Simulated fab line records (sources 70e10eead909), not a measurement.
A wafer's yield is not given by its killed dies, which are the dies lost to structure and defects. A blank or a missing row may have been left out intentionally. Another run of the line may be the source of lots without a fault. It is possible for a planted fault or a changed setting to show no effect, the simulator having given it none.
Which tool is to blame? ; flow nand_harc ; Sampling: 7 lots, 19 wafers, 3 of 1302 route steps

## WHAT EACH GAUGE READ, for each wafer
NHARC_A_SGD_CUT_INSPECT_11.
lot;measured;on;raw_defect_count
L690;day 20 02:10;defect_inspect-02;57 77 67
L689;day 20 02:30;defect_inspect-01;129 99 119
L693;day 22 05:47;defect_inspect-02;28 21 24
L695;day 22 15:58;defect_inspect-02;24 33 29
L704;day 25 19:34;defect_inspect-01;503 504
L706;day 26 19:55;defect_inspect-01;88 95 93
L710;day 27 22:19;defect_inspect-01;95 97 92

## EACH LOT AND THE TOOL THAT RAN IT (in order: tool; ch and the chambers of the sampled wafers; start)
lot;NHARC_A_STAIRCASE_ETCH_444;NHARC_A_SGD_CUT_DEP_00
L690;rie_diel-10 ch 0,2,3, day 19 18:41;pecvd-01 ch 0,1,2, day 20 01:23
L689;rie_diel-06 ch 0,1,2, day 19 19:20;pecvd-03 ch 0,1, day 20 01:40
L693;rie_diel-06 ch 0,1, day 21 21:39;pecvd-04 ch 0,2, day 22 04:58
L695;rie_diel-06 ch 0,2,3, day 22 08:37;pecvd-01 ch 0,1,2, day 22 15:16
L704;rie_diel-08 ch 2, day 25 12:02;pecvd-01 ch 2, day 25 18:43
L706;rie_diel-08 ch 2,3, day 26 10:59;pecvd-04 ch 0,1,2, day 26 19:05
L710;rie_diel-08 ch 1,3, day 27 14:18;pecvd-04 ch 1,2, day 27 21:30
- NHARC_A_STAIRCASE_ETCH_444: etches the open film in C4F8/O2, target depth 20400 nm, time 6800 s.
- NHARC_A_SGD_CUT_DEP_00: deposits SiNx, target thk 50 nm.

## THE ANSWER, worked out from the rows above alone
Rule: usual is defined by the lots themselves. Put in order of their means at a reading, lots are off if they are a third of the lots or fewer, leave a main group of 4 or more, and stand apart from it by a gap of 3 or more times the standard deviation of the main group's means; of several such gaps the widest counts. The tables above print the reading to a certain number of digits; a main group whose means all agree to those digits is not used. A lot without any number at a reading at which 4 lots or more have one is off too. All remaining lots with rows at the step are treated as sound.
Off: L704 (NHARC_A_SGD_CUT_INSPECT_11, raw_defect_count). Main group: mean 70, sd 34.
If a tool, at a process step before that reading, ran all the lots that are off and no sound lot after the first of them, it fits. Those tools and the gauges at NHARC_A_SGD_CUT_INSPECT_11 are tried in the same way. One fits: NHARC_A_SGD_CUT_DEP_00 on pecvd-01. Its last sound lot is L695 (day 22 15:16), its first lot that is off L704 (day 25 18:43): a fault that began between those two fits.

## WHAT THE SIMULATOR PUT IN
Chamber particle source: pecvd-01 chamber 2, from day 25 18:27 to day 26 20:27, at NHARC_A_SGD_CUT_DEP_00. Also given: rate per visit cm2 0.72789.
Struck lots among those shown: L704. The rule above reached the same finding.
